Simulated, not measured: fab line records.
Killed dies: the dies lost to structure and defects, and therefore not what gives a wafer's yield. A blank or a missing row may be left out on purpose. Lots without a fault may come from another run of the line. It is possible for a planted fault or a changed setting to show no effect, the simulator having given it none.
fab line records	flow nandHarc
record: lots: 12	wafers: 35	lastDay: 33
route steps=1302 shown A_WL_FILL@954
lots untouched by any fault: they come from a run of this same line in which no faults occurred
startH: start of the lot's first displayed wafer, in hours after the record's first day	waitH: hours since the lot's step before	" identical to the entry in the row above	L1.1+2: a row that stands for several wafers	- no value present, or no start provided	* or withheld: withheld	< > ~ a bound
route shown NAME@n: names a module that has steps shown in the file, with the first one's number in the route	usual: average and standard deviation across the fault-free wafers	same: alike in all rows	chamber/n: place in a boat	sites: the reading at each site	_std_site: how widely they spread, as a standard deviation	_edge_site: mean of outer sites minus mean of inner sites	radiusMm: how far each site lies from the wafer's centre	mask NAME#n: copy n	behind: the tool/chamber that last shaped the wafer	hold: reason for holding the lot/hours on hold/outcome of the hold	device: transistor that didn't switch, given as n, p or np	end of line: the same wafers' tests at the end of the route	where a step has no rows: the recipe by itself	killed: at the first sort, the dies lost to defects and structure; wafer yield is something else	map: a wafer's dies, marking killed ones x, the rest . and places with no die _
set.NAME: the run value of the setting; set.NAME@STEP: its run value at that earlier step	model.NAME: the simulator's own value behind a step, which no gauge read
route steps across a sampled set of lots; one table per step, one row per wafer
services: from which hour (startH, from the record's first day; less than 0 if before it) a tool's chamber was out of use, for how many hours, and why
== steps ==
step: NHARC_A_WL_FILL_ALD_02
recipe: targetThkA: 20	pulseTimeS: 3	aldCycles: 100	tempC: 450	material: TiN
usual: heaterPowerW: 1095/100	precursorPulseHeightRel: 1.002/0.02	susceptorTempC: 450.02/0.24
lot.wafer	tool	chamber	startH	waitH	heaterPowerW	precursorPulseHeightRel	susceptorTempC
L235.1	aldMetal-02	3	475.64	0.2	1286	0.990	449.87
L235.5	"	3	"	"	1259	1.001	449.81
L235.6	"	0	"	"	1113	1.014	449.81
L236.1	aldMetal-01	0	480.60	0.2	1148	1.002	449.86
L236.6	"	3	"	"	1126	0.989	449.96
L236.5	"	0	"	"	1146	1.005	450.21
L237.3	aldMetal-04	0	493.11	0.1	843	1.013	450.23
L237.5	"	0	"	"	869	0.993	450.10
L237.6	"	1	"	"	1194	1.017	449.36
L239.4	aldMetal-02	2	504.39	0.1	1045	1.009	449.77
L239.1	"	3	"	"	1254	0.999	449.40
L239.5	"	2	"	"	998	0.984	449.94
L240.1	aldMetal-04	2	504.53	0.2	1004	0.966	450.09
L240.2	"	1	"	"	1217	1.005	449.95
L240.5	"	3	"	"	1061	0.980	449.87
L241.2	aldMetal-01	3	516.79	0.2	1166	0.991	449.85
L241.3	"	0	"	"	1166	0.976	450.37
L241.4	"	2	"	"	1100	1.004	450.02
L242.3	aldMetal-01	0	548.96	0.1	1184	0.967	449.62
L242.4	"	2	"	"	1107	1.025	450.21
L242.6	"	1	"	"	978	1.013	450.32
L247.3	aldMetal-02	3	576.74	0.2	1232	0.987	450.03
L247.5	"	2	"	"	1051	1.001	450.14
L248.3	aldMetal-01	0	576.84	0.1	1152	0.994	450.16
L248.4	"	2	"	"	1098	0.972	450.22
L248.5	"	0	"	"	1130	0.995	450.14
L255.4	aldMetal-04	2	665.90	0.1	1059	0.966	450.25
L255.6	"	1	"	"	1147	1.000	450.16
L255.5	"	2	"	"	1052	0.999	450.22
L257.3	aldMetal-04	1	683.14	0.2	1147	0.949	449.73
L257.4	"	2	"	"	1086	1.002	450.12
L257.5	"	1	"	"	1134	0.969	450.21
L258.4	aldMetal-01	3	683.16	0.2	1079	0.994	450.16
L258.5	"	1	"	"	1007	1.011	450.25
L258.6	"	2	"	"	1130	0.994	449.86
step: NHARC_A_WL_FILL_STRIP_27
recipe: powerW: 1500	tempC: 250	timeS: 20	chemistry: N2/H2
usual: drypumpMotorCurrentA: 6.1/0.63	heaterPowerW: 328/17	tempC: 250.02/0.2
lot.wafer	tool	chamber	startH	waitH	drypumpMotorCurrentA	heaterPowerW	rfHoursCounterH	tempC
L235.1	plasmaAsher-01	1	476.84	0.1	5.1	309	25	250.15
L235.5	"	1	"	"	5.0	297	-	249.73
L235.6	"	0	"	"	6.2	329	-	250.04
L236.1	plasmaAsher-02	1	481.78	0.1	6.7	358	11	250.01
L236.5	"	0	"	"	6.3	339	-	250.24
L236.6	"	1	"	"	6.7	360	-	250.14
L237.3	plasmaAsher-02	0	494.36	0.2	6.4	335	-	249.98
L237.5	"	1	"	"	6.7	359	-	249.85
L237.6	"	0	"	"	6.3	334	-	250.33
L239.1	plasmaAsher-02	0	505.69	0.3	6.4	339	14	249.86
L239.4	"	1	"	"	6.7	368	-	249.89
L239.5	"	1	"	"	6.7	359	-	249.99
L240.1	plasmaAsher-01	0	505.72	0.1	6.2	331	31	250.02
L240.2	"	1	"	"	5.0	306	31	249.96
L240.5	"	0	"	"	6.2	331	-	249.90
L241.2	plasmaAsher-02	1	517.99	0.1	6.7	356	17	249.91
L241.3	"	1	"	"	6.7	355	-	249.69
L241.4	"	0	"	"	6.4	351	-	249.86
L242.4	plasmaAsher-02	0	550.20	0.1	6.3	338	-	250.27
L242.3	"	1	"	"	6.7	355	-	250.08
L242.6	"	0	"	"	6.4	343	-	250.53
L247.3	plasmaAsher-02	1	577.90	0.1	6.7	360	-	249.92
L247.5	"	1	"	"	6.7	361	-	249.91
L248.4	plasmaAsher-01	1	578.07	0.1	5.0	321	-	250.02
L248.3	"	0	"	"	6.2	319	-	249.44
L248.5	"	0	"	"	6.3	323	-	249.55
L255.4	plasmaAsher-01	1	667.11	0.2	5.1	315	-	250.08
L255.5	"	0	"	"	6.2	316	-	250.09
L255.6	"	1	"	"	5.1	311	-	250.18
L258.4	plasmaAsher-02	0	684.34	0.2	6.4	329	-	249.90
L258.5	"	1	"	"	6.7	321	-	249.94
L258.6	"	0	"	"	6.3	327	-	249.71
L257.4	plasmaAsher-01	0	684.63	0.1	6.3	332	-	250.06
L257.3	"	1	"	"	5.1	323	-	249.76
L257.5	"	1	"	"	5.1	311	-	249.70
step: NHARC_A_WL_FILL_ETCHBACK_16
recipe: targetDepthA: 1200	timeS: 24	c4f8FlowSccm: withheld	o2FlowSccm: 8	arFlowSccm: withheld	rfW: 600	biasW: 800	chemistry: C4F8/O2/Ar
usual: biasW: 800.1/2.2	oesProductAu: 0.98/0.031	rfVppV: 722/4.4	runLengthS: 45.1/0.46
lot.wafer	tool	chamber	startH	waitH	biasW	oesProductAu	rfHoursCounterH	rfVppV	runLengthS
L235.1	rieDiel-12	2	-	-	797.1	0.99	1.0	722	44.8
L235.6	"	2	"	"	800.3	0.98	-	724	44.9
L235.5	"	3	"	"	801.2	0.99	-	721	45.4
L236.1	rieDiel-13	2	-	-	797.9	0.92	5.2	717	44.8
L236.6	"	3	"	"	796.2	0.92	-	720	44.8
L236.5	"	1	"	"	798.8	0.92	-	718	45.8
L237.3	rieDiel-13	3	-	-	798.7	0.95	6.5	721	44.5
L237.6	"	1	"	"	802.9	0.94	-	717	45.6
L237.5	"	2	"	"	795.9	0.94	-	718	44.3
L239.1	rieDiel-13	1	-	-	800.0	0.91	6.7	718	45.4
L239.4	"	3	"	"	801.1	0.92	6.9	721	44.8
L239.5	"	1	"	"	800.3	0.92	-	717	45.6
L240.2	rieDiel-04	3	-	-	801.2	0.97	7.4	727	44.9
L240.1	"	0	"	"	797.0	0.97	6.6	728	44.9
L240.5	"	3	"	"	800.1	0.98	-	730	45.3
L241.2	rieDiel-04	3	-	-	800.9	1.00	8.2	728	45.2
L241.4	"	0	"	"	799.4	0.99	7.7	728	45.3
L241.3	"	2	"	"	799.2	0.99	7.6	722	45.5
L242.3	rieDiel-12	3	-	-	797.7	1.00	2.9	723	44.8
L242.4	"	1	"	"	804.0	1.02	3.2	725	45.7
L242.6	"	3	"	"	797.9	1.00	-	722	44.9
L248.3	rieDiel-04	3	-	-	798.5	0.99	3.1	727	45.4
L248.4	"	0	"	"	800.4	0.99	2.3	727	45.0
L248.5	"	2	"	"	798.6	0.99	-	723	45.4
L247.3	rieDiel-13	1	-	-	799.5	0.98	2.5	717	45.6
L247.5	"	0	"	"	802.8	1.00	-	718	45.4
L255.4	rieDiel-13	0	-	-	805.0	0.96	5.0	718	45.1
L255.6	"	3	"	"	803.6	0.95	-	720	44.8
L255.5	"	0	"	"	799.9	0.96	-	718	45.5
L257.4	rieDiel-13	2	-	-	800.3	1.01	5.8	716	44.2
L257.3	"	1	"	"	799.2	0.99	6.0	716	45.4
L257.5	"	3	"	"	799.7	1.00	-	720	44.6
L258.4	rieDiel-04	1	-	-	801.9	0.94	6.9	728	45.0
L258.5	"	1	"	"	797.3	0.94	-	727	45.0
L258.6	"	2	"	"	799.5	0.94	-	724	45.4
step: NHARC_A_WL_FILL_ETCHBACK_17
recipe: targetDepthA: 40	timeS: 26.7	chemistry: Cl2/BCl3
usual: drypumpMotorCurrentA: 5.85/0.23	oesProductAu: 1.002/0.011	runLengthS: 48.09/0.3
lot.wafer	tool	chamber	startH	waitH	drypumpMotorCurrentA	oesProductAu	rfHoursCounterH	runLengthS
L235.1	rieMetal-03	1	485.49	-	5.97	1.010	2.4	47.65
L235.6	"	1	"	"	5.94	1.013	-	48.18
L235.5	"	0	"	"	5.82	0.997	-	47.85
L236.1	rieMetal-01	0	491.51	-	6.17	1.006	1.3	48.69
L236.6	"	0	"	"	6.12	0.998	-	48.40
L236.5	"	1	"	"	5.64	1.011	-	48.16
L237.3	rieMetal-02	0	507.76	-	6.07	0.979	-	48.53
L237.5	"	0	"	"	6.06	0.986	-	48.01
L237.6	"	1	"	"	5.46	0.999	-	47.86
L239.1	rieMetal-03	1	516.42	-	5.87	1.001	2.9	48.09
L239.4	"	1	"	"	5.90	1.005	-	47.62
L239.5	"	0	"	"	5.83	0.997	-	48.25
L240.2	rieMetal-01	1	516.48	-	5.65	1.008	1.7	48.05
L240.1	"	0	"	"	6.15	1.006	1.7	48.40
L240.5	"	1	"	"	5.64	1.013	-	48.33
L241.2	rieMetal-03	1	529.25	-	5.99	0.987	0	47.62
L241.4	"	0	"	"	5.80	0.983	-	48.16
L241.3	"	1	"	"	5.93	0.999	-	48.23
L242.3	rieMetal-02	0	563.58	-	6.09	0.990	-	48.21
L242.4	"	1	"	"	5.44	0.993	-	48.30
L242.6	"	1	"	"	5.45	0.997	-	47.78
L248.3	rieMetal-01	1	587.64	-	5.65	1.018	-	48.05
L248.4	"	0	"	"	6.14	1.024	-	48.45
L248.5	"	0	"	"	6.15	1.021	-	48.03
L247.3	rieMetal-03	0	587.69	-	5.81	0.992	-	45.47
L247.5	"	1	"	"	5.93	1.014	-	47.66
L255.4	rieMetal-01	0	680.25	-	6.11	1.004	-	48.01
L255.6	"	0	"	"	6.14	1.004	-	48.09
L255.5	"	1	"	"	5.65	1.008	-	48.43
L257.4	rieMetal-03	0	694.51	-	5.81	1.001	-	47.95
L257.3	"	1	"	"	5.98	1.000	-	47.77
L257.5	"	1	"	"	5.93	0.991	-	48.32
L258.4	rieMetal-02	1	694.57	-	5.44	1.015	-	48.17
L258.5	"	0	"	"	6.11	0.984	-	48.31
L258.6	"	1	"	"	5.46	1.011	-	48.11
== services ==
tool	chamber	startH	hours	kind
rieMetal-02	-	454.00	9.0	pm
aldMetal-01	2	463.31	7.4	repair
aldMetal-04	-	474.00	10.0	pm
rieDiel-13	0	482.89	18.1	repair
rieMetal-03	1	488.47	2.6	repair
rieMetal-02	-	491.30	0.2	repair
rieDiel-13	-	519.00	9.0	pm
rieMetal-03	-	519.00	9.0	pm
aldMetal-01	-	526.00	10.0	pm
plasmaAsher-01	-	526.32	9.0	pm
rieDiel-04	-	531.90	9.0	pm
rieDiel-13	0	535.53	1.3	repair
aldMetal-04	1	547.61	2.4	repair
rieDiel-04	-	555.64	0.2	repair
rieMetal-01	-	575.00	9.0	pm
rieDiel-04	-	578.71	1.6	repair
plasmaAsher-02	-	603.00	9.0	pm
rieDiel-04	1	619.84	7.8	repair
rieDiel-04	0	651.70	3.0	repair
rieDiel-04	1	651.77	5.4	repair
aldMetal-04	-	652.00	10.0	pm
rieDiel-13	3	659.73	5.7	repair
rieDiel-04	0	665.16	3.0	repair
rieDiel-13	3	671.16	2.4	repair
== key ==
firstSign: step: NHARC_A_WL_FILL_ETCHBACK_17	reading: runLengthS	direction: down	sigmas: 8.8	usual: *	struck: *
effect none on later readings
metAt NHARC_A_WL_FILL_ETCHBACK_17
struckLots L247
struckWafers L247.3
testerLeftOut L247
notActingAt NHARC_A_WL_FILL_ALD_02,NHARC_A_WL_FILL_STRIP_27,NHARC_A_WL_FILL_ETCHBACK_16
onsetBetween 529.25 587.69
fault: kind: processParameterDrift	tool: rieMetal-03	chamber: -	onsetH: 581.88	steps: NHARC_A_WL_FILL_ETCHBACK_17	channel: timeS	offset: *	shape: step	endH: 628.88	scope: struckWafersOnly	actsIn: *	stated: *
testerLeftOut: of these lots the tester's yield and bins aren't shown, on N5 and GAA mostly nor the transistor test; their killed dies are dies lost to structure and defects alone, not to doping, threshold or leakage, so they don't give the yield
